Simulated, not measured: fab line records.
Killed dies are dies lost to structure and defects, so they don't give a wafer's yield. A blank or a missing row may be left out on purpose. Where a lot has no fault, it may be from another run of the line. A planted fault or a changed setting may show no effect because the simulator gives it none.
fab line records	flow n5Finfet	part 1 of 2: steps 1 to 20 of 30
record lots=5	wafers=15	lastDay=16
route steps=1938 shown BEOL_M6@1201
lots that met no fault: taken from a fault-free run of the same line
startH: start of the lot's first displayed wafer, in hours after the record's first day	waitH: time in hours since the lot's previous step	" repeats the value in the row above	L1.1+2: several wafers, shown together as one row	- either no value or no given start	* or withheld: withheld	< > ~ a bound
route shown NAME@n: NAME is a module with steps in the file, n the number in the route of the first one	usual: mean/standard deviation taken from wafers without a fault	same: alike in all rows	chamber/n: place in a boat	sites: readings site by site	_std_site: the values' standard deviation	_edge_site: the outer-site mean with the inner-site mean subtracted	radiusMm: for every site, how far away it sits from the centre of the wafer	mask NAME#n: copy n	behind: the tool/chamber that last shaped the wafer	hold: why the lot was held/for how many hours/how that ended	device: which transistor (n, p or np) failed to switch	end of line: the same wafers' tests at the end of the route	a step with no rows: only its recipe	killed: not the wafer's yield, but the dies lost to structure and defects at the first sort	map: per-die view of a wafer (x killed, . not killed, _ where there is no die)
set.NAME: the setting the step ran with; set.NAME@STEP: the setting that earlier step ran with	model.NAME: the simulator's own value behind a step, which no gauge read
lots at some steps of the route; a table a step, a row a wafer
services: when a tool's chamber went out of use (startH, in hours from the record's first day, below 0 if earlier), for how many hours, and the reason
## steps
# step N5_BEOL_M6_COAT_05
# recipe resist=CAR-ArF	spinRpm=1500	resistThkNm=90
# usual resistLineTempC=23.01/0.11
lot.wafer	tool	chamber	startH	waitH	resistLineTempC
L077.2	lithoTrack-05	0	-	-	23.00
L077.3	"	0	"	"	23.11
L077.6	"	0	"	"	22.88
L079.2	lithoTrack-01	0	-	-	23.10
L079.5	"	0	"	"	22.90
L079.6	"	0	"	"	23.01
L081.2	lithoTrack-05	0	-	-	23.20
L081.5	"	0	"	"	23.04
L081.6	"	0	"	"	23.02
L086.2	lithoTrack-05	0	-	-	23.14
L086.4	"	0	"	"	23.19
L086.6	"	0	"	"	23.26
L093.1	lithoTrack-05	0	-	-	23.01
L093.2	"	0	"	"	23.17
L093.4	"	0	"	"	23.05
# step N5_BEOL_M6_EBR_07
# recipe solvent=PGMEA	ebrWidthMm=1.5
# usual resistLineTempC=23.01/0.1
lot.wafer	tool	chamber	startH	waitH	resistLineTempC
L077.2	lithoTrack-05	0	-	-	22.94
L077.3	"	0	"	"	23.05
L077.6	"	0	"	"	23.11
L079.2	lithoTrack-01	0	-	-	23.02
L079.5	"	0	"	"	22.88
L079.6	"	0	"	"	22.82
L081.2	lithoTrack-05	0	-	-	22.92
L081.5	"	0	"	"	22.90
L081.6	"	0	"	"	23.12
L086.2	lithoTrack-05	0	-	-	23.09
L086.4	"	0	"	"	22.99
L086.6	"	0	"	"	22.96
L093.1	lithoTrack-05	0	-	-	23.00
L093.2	"	0	"	"	23.12
L093.4	"	0	"	"	23.09
# step N5_BEOL_M6_SOFTBAKE_06
# recipe tempC=110	timeS=60	resist=CAR-ArF
# usual resistLineTempC=22.99/0.1
lot.wafer	tool	chamber	startH	waitH	resistLineTempC
L077.2	lithoTrack-05	0	-	-	22.99
L077.3	"	0	"	"	22.83
L077.6	"	0	"	"	22.89
L079.2	lithoTrack-01	0	-	-	22.92
L079.5	"	0	"	"	22.95
L079.6	"	0	"	"	22.97
L081.2	lithoTrack-05	0	-	-	22.92
L081.5	"	0	"	"	22.83
L081.6	"	0	"	"	22.79
L086.2	lithoTrack-05	0	-	-	23.10
L086.4	"	0	"	"	23.07
L086.6	"	0	"	"	22.94
L093.1	lithoTrack-05	0	-	-	22.94
L093.2	"	0	"	"	22.79
L093.4	"	0	"	"	22.94
# step N5_BEOL_M6_EXPOSE_08
# recipe maskId=M6	na=1.35	sourceShape=dipole	sigmaInner=0.817	sigmaOuter=0.97	polarization=te	doseMj=68.25
# same dipoleOpeningDeg=35
lot.wafer	tool	chamber	startH	waitH	mask
L077.2+3+6	arfiScanner-02	0	198.55	-	M6#0
L079.2+5+6	arfiScanner-03	0	216.62	-	M6#0
L081.2+5+6	arfiScanner-01	0	229.47	-	M6#0
L086.2+4+6	arfiScanner-02	0	266.65	-	M6#0
L093.1+2+4	arfiScanner-02	0	300.83	-	M6#0
# step N5_BEOL_M6_PEB_09
# recipe pebTempC=withheld	pebTimeS=60	resist=CAR-ArF
# usual resistLineTempC=23.02/0.12
lot.wafer	tool	chamber	startH	waitH	resistLineTempC
L077.2	lithoTrack-02	0	198.61	0.0	23.06
L077.3	"	0	"	"	22.98
L077.6	"	0	"	"	22.87
L079.2	lithoTrack-01	0	216.68	0.0	23.05
L079.5	"	0	"	"	23.27
L079.6	"	0	"	"	23.15
L081.2	lithoTrack-01	0	229.52	0.0	23.15
L081.5	"	0	"	"	23.15
L081.6	"	0	"	"	23.12
L086.2	lithoTrack-02	0	266.70	0.0	22.93
L086.4	"	0	"	"	23.10
L086.6	"	0	"	"	22.90
L093.1	lithoTrack-05	0	300.89	0.1	23.19
L093.2	"	0	"	"	23.05
L093.4	"	0	"	"	23.38
# step N5_BEOL_M6_DEVELOP_10
# recipe developTimeS=30	developer=TMAH	resist=CAR-ArF	rinseLiquid=diw	dry=airSpin	devTempC=23
# usual resistLineTempC=23.02/0.094
lot.wafer	tool	chamber	startH	waitH	resistLineTempC
L077.2	lithoTrack-02	0	-	-	22.98
L077.3	"	0	"	"	23.00
L077.6	"	0	"	"	23.05
L079.2	lithoTrack-01	0	-	-	22.93
L079.5	"	0	"	"	23.10
L079.6	"	0	"	"	22.99
L081.2	lithoTrack-01	0	-	-	23.17
L081.5	"	0	"	"	23.19
L081.6	"	0	"	"	23.02
L086.2	lithoTrack-02	0	-	-	23.19
L086.4	"	0	"	"	23.11
L086.6	"	0	"	"	22.97
L093.1	lithoTrack-05	0	-	-	23.11
L093.2	"	0	"	"	23.08
L093.4	"	0	"	"	23.00
# step N5_BEOL_M6_CD_MEAS_11
# recipe targetCdNm=38.5	landingEnergyEv=500	detector=seInlens	polarity=opening
# usual cdNm=38.6/0.49
lot.wafer	tool	chamber	startH	waitH	cdNm
L077.2	cdSem-03	0	198.67	-	38.6
L077.3	"	0	"	"	38.6
L077.6	"	0	"	"	38.0
L079.2	cdSem-02	0	216.75	-	39.1
L079.5	"	0	"	"	38.3
L079.6	"	0	"	"	39.1
L081.2	cdSem-03	0	229.59	-	39.1
L081.5	"	0	"	"	38.3
L081.6	"	0	"	"	39.1
L086.2	cdSem-02	0	266.77	-	38.4
L086.4	"	0	"	"	38.5
L086.6	"	0	"	"	38.2
L093.1	cdSem-02	0	300.96	-	39.0
L093.2	"	0	"	"	39.2
L093.4	"	0	"	"	39.3
# step N5_BEOL_M6_OVL_MEAS_12
# recipe pointsPerWafer=44
# usual M6_OVL=0.3/0.7
lot.wafer	tool	chamber	startH	waitH	M6_OVL[nm]
L077.2	overlay-01	0	198.70	0.0	0.7
L077.3	"	0	"	"	1.6
L077.6	"	0	"	"	0.8
L079.2	overlay-01	0	216.78	0.0	0.2
L079.5	"	0	"	"	0.5
L079.6	"	0	"	"	-0.8
L081.2	overlay-02	0	229.62	0.0	0.5
L081.5	"	0	"	"	0.4
L081.6	"	0	"	"	-0.8
L086.2	overlay-02	0	266.80	0.0	1.4
L086.4	"	0	"	"	1.7
L086.6	"	0	"	"	0.9
L093.1	overlay-01	0	300.99	0.0	1.6
L093.2	"	0	"	"	0.3
L093.4	"	0	"	"	1.3
# step N5_BEOL_M6_INSPECT_13
# recipe mode=adi	inspectInstrument=brightfield
# usual rawDefectCount=445/92
lot.wafer	tool	chamber	startH	waitH	rawDefectCount
L077.2	defectInspect-02	-	198.73	0.0	506
L077.3	"	-	"	"	447
L077.6	"	-	"	"	608
L079.2	defectInspect-01	-	216.80	0.0	309
L079.5	"	-	"	"	803
L079.6	"	-	"	"	549
L081.2	defectInspect-02	-	229.64	0.0	369
L081.5	"	-	"	"	451
L081.6	"	-	"	"	392
L086.2	defectInspect-02	-	266.82	0.0	458
L086.4	"	-	"	"	394
L086.6	"	-	"	"	423
L093.1	defectInspect-02	-	301.01	0.0	472
L093.2	"	-	"	"	441
L093.4	"	-	"	"	597
# step N5_BEOL_M6_DESCUM_16
# recipe chemistry=O2	timeS=7.9	sourcePowerW=50	biasPowerW=20	pressureMtorr=20	rfFrequencyHz=2.712e+07	tempC=40	resist=CAR-ArF	o2FlowSccm=225
# usual drypumpMotorCurrentA=5.9/0.41	oesProductAu=0.77/0.074	rfVppV=243.1/1.1	showerheadPlenumPTorr=2.09/0.056	throttleValvePct=20.51/0.23
lot.wafer	tool	chamber	startH	waitH	drypumpMotorCurrentA	oesProductAu	rfHoursCounterH	rfVppV	showerheadPlenumPTorr	throttleValvePct
L077.2	rieDiel-01	1	198.80	0.1	6.2	0.85	81	243.6	2.13	20.70
L077.3	"	0	"	"	5.9	0.73	179	240.5	1.98	20.20
L077.6	"	2	"	"	5.6	0.76	-	242.1	2.02	20.61
L079.2	rieDiel-04	0	216.83	0.0	5.3	0.69	217	242.2	2.06	20.38
L079.5	"	3	"	"	5.6	0.99	-	244.2	2.15	20.55
L079.6	"	2	"	"	6.0	0.77	-	242.6	2.09	20.07
L081.2	rieDiel-04	0	229.90	0.3	5.3	0.69	221	241.2	2.06	20.41
L081.5	"	2	"	"	6.0	0.77	-	243.1	2.09	20.09
L081.6	"	3	"	"	5.6	0.96	-	243.6	2.15	20.59
L086.2	rieDiel-01	2	267.20	0.4	5.6	0.74	145	242.0	2.01	20.65
L086.4	"	1	"	"	6.2	0.80	-	242.2	2.12	20.76
L086.6	"	0	"	"	5.9	0.72	-	240.8	1.97	20.23
L093.1	rieDiel-02	2	301.05	0.0	6.6	0.71	214	244.1	2.17	20.91
L093.2	"	1	"	"	5.8	0.73	195	243.6	2.08	20.65
L093.4	"	3	"	"	5.2	0.67	237	243.2	2.08	20.41
# step N5_BEOL_M6_ETCH_61
# recipe chemistry=CF4	target=SiARC	targetDepthA=455	maskMaterial=CAR-ArF	timeS=75.8	ionEnergyEv=80	pressureMtorr=40	sourceW=545	biasW=36	Ar_flow_sccm=100	cf4FlowSccm=100	ends=cleared
# usual drypumpMotorCurrentA=5.9/0.42	etchRfOnTimeS=76.6/1.8	oesProductAu=0.66/0.065	rfVppV=184.1/1	showerheadPlenumPTorr=2.14/0.058	throttleValvePct=15.69/0.19
lot.wafer	tool	chamber	startH	waitH	drypumpMotorCurrentA	etchRfOnTimeS	oesProductAu	rfHoursCounterH	rfVppV	showerheadPlenumPTorr	throttleValvePct
L077.2	rieDiel-01	1	198.83	0.0	6.2	75.1	0.72	81	184.0	2.17	15.76
L077.3	"	0	"	"	5.9	78.6	0.62	179	181.9	2.04	15.48
L077.6	"	2	"	"	5.6	79.0	0.65	-	184.0	2.05	15.62
L079.2	rieDiel-04	0	216.87	0.0	5.3	74.8	0.60	217	185.6	2.12	15.65
L079.5	"	3	"	"	5.6	73.9	0.85	-	184.8	2.21	15.67
L079.6	"	2	"	"	6.0	76.3	0.66	-	184.8	2.15	15.34
L081.2	rieDiel-04	0	229.93	0.0	5.3	75.4	0.60	221	184.0	2.12	15.65
L081.5	"	2	"	"	6.0	77.2	0.65	-	183.6	2.15	15.35
L081.6	"	3	"	"	5.6	74.9	0.83	-	184.0	2.20	15.67
L086.2	rieDiel-01	2	267.24	0.0	5.6	78.7	0.62	145	182.8	2.04	15.69
L086.4	"	1	"	"	6.1	76.1	0.69	-	184.9	2.16	15.78
L086.6	"	0	"	"	5.9	79.1	0.60	-	184.3	2.03	15.53
L093.1	rieDiel-02	2	301.09	0.0	6.6	76.1	0.61	215	184.6	2.21	16.11
L093.2	"	1	"	"	5.8	75.2	0.63	195	184.2	2.12	15.84
L093.4	"	3	"	"	5.2	76.2	0.58	237	183.8	2.13	15.68
# step N5_BEOL_M6_ETCH_62
# recipe chemistry=N2/H2	target=SOC	targetDepthA=1100	overetchA=220	maskMaterial=SiARC	tempC=40	timeS=165	ionEnergyEv=200	pressureMtorr=30	sourceW=840	biasW=150	n2FlowSccm=200	h2FlowSccm=200
# usual drypumpMotorCurrentA=5.9/0.42	oesProductAu=0.66/0.061	rfVppV=523.6/1.9	showerheadPlenumPTorr=2.53/0.061	throttleValvePct=17.87/0.22
lot.wafer	tool	chamber	startH	waitH	drypumpMotorCurrentA	oesProductAu	rfHoursCounterH	rfVppV	showerheadPlenumPTorr	throttleValvePct
L077.2	rieDiel-01	1	198.89	0.0	6.2	0.71	81	525.3	2.58	18.03
L077.3	"	0	"	"	5.9	0.62	179	520.7	2.43	17.84
L077.6	"	2	"	"	5.5	0.66	-	522.7	2.46	18.05
L079.2	rieDiel-04	0	216.92	0.0	5.3	0.59	217	523.9	2.52	17.85
L079.5	"	3	"	"	5.6	0.83	-	523.6	2.59	17.63
L079.6	"	2	"	"	6.0	0.66	-	525.9	2.55	17.58
L081.2	rieDiel-04	0	229.99	0.0	5.3	0.59	221	524.1	2.52	17.86
L081.5	"	2	"	"	5.9	0.66	-	524.2	2.55	17.60
L081.6	"	3	"	"	5.6	0.82	-	525.9	2.59	17.64
L086.2	rieDiel-01	2	267.29	0.0	5.6	0.63	145	521.6	2.45	18.10
L086.4	"	1	"	"	6.2	0.68	-	522.5	2.57	18.09
L086.6	"	0	"	"	5.9	0.61	-	520.1	2.42	17.87
L093.1	rieDiel-02	2	301.14	0.0	6.6	0.60	215	525.6	2.62	18.23
L093.2	"	1	"	"	5.9	0.62	195	523.8	2.50	17.86
L093.4	"	3	"	"	5.2	0.58	237	523.2	2.50	17.68
# step N5_BEOL_M6_STRIP_68
# recipe chemistry=N2/H2	tempC=40	n2FlowSccm=200	h2FlowSccm=200	rfFrequencyHz=6e+07
lot.wafer	tool	chamber	startH	waitH
L077.2+3+6	rieDiel-01	1,0,2	199.02	0.1
L079.2+5+6	rieDiel-04	0,3,2	217.06	0.1
L081.2+5+6	rieDiel-04	0,2,3	230.12	0.1
L086.2+4+6	rieDiel-01	2,1,0	267.43	0.1
L093.1+2+4	rieDiel-02	2,1,3	301.28	0.1
# step N5_BEOL_M6_STRIP_67
# recipe chemistry=CF4	resist=SiARC	powerW=300	biasPowerW=75	pressureMtorr=50	cf4FlowSccm=150	rfFrequencyHz=6e+07
# usual drypumpMotorCurrentA=5.9/0.42	oesProductAu=0.77/0.072	rfVppV=271.1/1.3	showerheadPlenumPTorr=1.79/0.046	throttleValvePct=13.65/0.18
lot.wafer	tool	chamber	startH	waitH	drypumpMotorCurrentA	oesProductAu	rfHoursCounterH	rfVppV	showerheadPlenumPTorr	throttleValvePct
L077.2	rieDiel-01	1	199.03	0.0	6.2	0.84	81	271.4	1.83	13.70
L077.3	"	0	"	"	5.9	0.74	179	270.7	1.71	13.47
L077.6	"	2	"	"	5.6	0.78	-	269.7	1.72	13.63
L079.2	rieDiel-04	0	217.07	0.0	5.3	0.71	217	270.2	1.76	13.60
L079.5	"	3	"	"	5.6	0.98	-	273.2	1.85	13.59
L079.6	"	2	"	"	6.0	0.78	-	271.9	1.79	13.33
L081.2	rieDiel-04	0	230.13	0.0	5.3	0.69	221	270.3	1.76	13.63
L081.5	"	2	"	"	6.0	0.78	-	271.0	1.79	13.33
L081.6	"	3	"	"	5.6	0.96	-	273.1	1.85	13.60
L086.2	rieDiel-01	2	267.44	0.0	5.6	0.75	145	269.8	1.72	13.67
L086.4	"	1	"	"	6.2	0.80	-	270.7	1.82	13.77
L086.6	"	0	"	"	5.9	0.72	-	268.8	1.70	13.52
L093.1	rieDiel-02	2	301.29	0.0	6.6	0.72	215	273.1	1.84	14.02
L093.2	"	1	"	"	5.8	0.73	195	272.1	1.77	13.79
L093.4	"	3	"	"	5.2	0.69	237	271.7	1.79	13.71
# step N5_BEOL_M6_HM_OPEN_17
# recipe chemistry=Cl2/BCl3	targetDepthA=200	overetchA=60	target=TiN	maskMaterial=SOC	ionEnergyEv=150	pressureMtorr=10	icpW=1000	biasW=126	Cl2_flow_sccm=53.25	bcl3FlowSccm=21.75	Ar_flow_sccm=25
# usual bcl3FlowSccm=21.73/0.067	drypumpMotorCurrentA=5.5/0.52	oesProductAu=0.62/0.076	throttleValvePct=22.06/0.29
lot.wafer	tool	chamber	startH	waitH	bcl3FlowSccm	drypumpMotorCurrentA	oesProductAu	rfHoursCounterH	throttleValvePct
L077.2	rieMetal-03	0	199.07	0.0	21.68	5.8	0.53	117	22.37
L077.3	"	1	"	"	21.63	5.0	0.70	-	22.04
L077.6	"	1	"	"	21.66	5.0	0.70	-	22.02
L079.2	rieMetal-02	1	217.11	0.0	21.83	6.5	0.58	101	21.82
L079.5	"	1	"	"	21.95	6.5	0.57	-	21.83
L079.6	"	0	"	"	21.56	5.1	0.58	-	21.90
L081.2	rieMetal-01	1	230.18	0.0	21.71	5.7	0.64	52	21.69
L081.5	"	1	"	"	21.81	5.7	0.63	-	21.69
L081.6	"	0	"	"	21.78	5.7	0.58	-	22.71
L086.2	rieMetal-03	1	267.51	0.1	21.72	5.0	0.68	-	22.06
L086.4	"	1	"	"	21.64	4.9	0.67	-	22.06
L086.6	"	1	"	"	21.65	4.9	0.68	-	22.06
L093.1	rieMetal-01	0	301.33	0.0	21.73	5.7	0.56	89	22.74
L093.2	"	1	"	"	21.74	5.7	0.62	57	21.72
L093.4	"	0	"	"	21.80	5.7	0.57	-	22.74
# step N5_BEOL_M6_STRIP_19
# recipe chemistry=O2	powerW=400	tempC=40	pressureMtorr=30	rfFrequencyHz=6e+07	biasPowerW=0	overashFraction=0.2	o2FlowSccm=225
# usual drypumpMotorCurrentA=5.9/0.45	oesProductAu=0.77/0.077	rfVppV=3.6/0.54	showerheadPlenumPTorr=2.09/0.057	throttleValvePct=16.75/0.21
lot.wafer	tool	chamber	startH	waitH	drypumpMotorCurrentA	oesProductAu	rfHoursCounterH	rfVppV	showerheadPlenumPTorr	throttleValvePct
L077.2	rieDiel-01	0	199.28	0.2	5.9	0.72	179	3.0	1.99	16.52
L077.3	"	1	"	"	6.2	0.84	81	3.7	2.14	16.87
L077.6	"	0	"	"	5.9	0.73	-	3.8	1.99	16.50
L079.2	rieDiel-01	2	217.22	0.1	5.6	0.76	123	3.9	2.03	16.81
L079.5	"	0	"	"	5.9	0.73	-	3.8	1.99	16.52
L079.6	"	3	"	"	6.8	0.70	-	3.7	2.15	17.04
L081.2	rieDiel-04	0	230.34	0.1	5.3	0.69	221	4.1	2.06	16.67
L081.5	"	2	"	"	5.9	0.78	-	3.4	2.09	16.35
L081.6	"	3	"	"	5.6	0.97	-	4.2	2.16	16.75
L086.2	rieDiel-02	1	267.68	0.1	5.8	0.75	181	2.8	2.09	16.89
L086.4	"	2	"	"	6.6	0.73	201	3.5	2.17	17.12
L086.6	"	1	"	"	5.8	0.74	-	3.0	2.09	16.91
L093.1	rieDiel-01	1	301.44	0.1	6.2	0.80	115	1.8	2.12	16.95
L093.2	"	2	"	"	5.6	0.74	151	4.2	2.02	16.87
L093.4	"	0	"	"	5.9	0.71	213	3.9	1.98	16.55
# step N5_BEOL_M6_CD_MEAS_18
# recipe pitchNm=80	targetCdNm=40
# usual cdNm=40.0/0.6
lot.wafer	tool	chamber	startH	waitH	cdNm
L077.2	cdSem-01	-	199.35	0.1	40.0
L077.3	"	-	"	"	40.7
L077.6	"	-	"	"	39.3
L079.2	cdSem-03	-	217.29	0.1	40.3
L079.5	"	-	"	"	39.5
L079.6	"	-	"	"	39.8
L081.2	cdSem-01	-	230.41	0.1	39.7
L081.5	"	-	"	"	39.6
L081.6	"	-	"	"	40.6
L086.2	cdSem-01	-	267.75	0.1	39.5
L086.4	"	-	"	"	39.9
L086.6	"	-	"	"	40.2
L093.1	cdSem-01	-	301.51	0.0	40.5
L093.2	"	-	"	"	40.8
L093.4	"	-	"	"	41.3
# step N5_BEOL_M6_COAT_63
# recipe resist=SOC	tempC=250	timeS=60	spinRpm=1500	resistThkNm=60
# usual resistLineTempC=22.98/0.11
lot.wafer	tool	chamber	startH	waitH	resistLineTempC
L077.2	lithoTrack-02	0	199.38	0.0	23.01
L077.3	"	0	"	"	22.96
L077.6	"	0	"	"	22.97
L079.2	lithoTrack-05	0	217.34	0.0	23.06
L079.5	"	0	"	"	23.08
L079.6	"	0	"	"	23.14
L081.2	lithoTrack-02	0	231.48	1.1	23.02
L081.5	"	0	"	"	22.84
L081.6	"	0	"	"	22.87
L086.2	lithoTrack-05	0	268.67	0.9	22.87
L086.4	"	0	"	"	23.11
L086.6	"	0	"	"	23.02
L093.1	lithoTrack-02	0	301.77	0.3	22.94
L093.2	"	0	"	"	23.01
L093.4	"	0	"	"	22.91
# step N5_BEOL_M6_COAT_64
# recipe resist=SiARC	tempC=220	timeS=60	spinRpm=1500	resistThkNm=12
# usual resistLineTempC=23.03/0.099
lot.wafer	tool	chamber	startH	waitH	resistLineTempC
L077.2	lithoTrack-02	0	-	-	23.15
L077.3	"	0	"	"	23.08
L077.6	"	0	"	"	23.30
L079.2	lithoTrack-05	0	-	-	23.07
L079.5	"	0	"	"	23.00
L079.6	"	0	"	"	22.97
L081.2	lithoTrack-02	0	-	-	23.00
L081.5	"	0	"	"	23.25
L081.6	"	0	"	"	23.07
L086.2	lithoTrack-05	0	-	-	23.21
L086.4	"	0	"	"	22.78
L086.6	"	0	"	"	23.10
L093.1	lithoTrack-02	0	-	-	23.01
L093.2	"	0	"	"	22.98
L093.4	"	0	"	"	23.09
# step N5_BEOL_M6_COAT_71
# recipe resist=underlayer	tempC=205	timeS=60	spinRpm=1500	resistThkNm=5
# usual resistLineTempC=23.01/0.097
lot.wafer	tool	chamber	startH	waitH	resistLineTempC
L077.2	lithoTrack-02	0	-	-	22.98
L077.3	"	0	"	"	23.17
L077.6	"	0	"	"	22.95
L079.2	lithoTrack-05	0	-	-	22.99
L079.5	"	0	"	"	23.07
L079.6	"	0	"	"	22.90
L081.2	lithoTrack-02	0	-	-	23.15
L081.5	"	0	"	"	23.04
L081.6	"	0	"	"	23.02
L086.2	lithoTrack-05	0	-	-	23.10
L086.4	"	0	"	"	23.01
L086.6	"	0	"	"	23.02
L093.1	lithoTrack-02	0	-	-	22.88
L093.2	"	0	"	"	23.08
L093.4	"	0	"	"	22.85
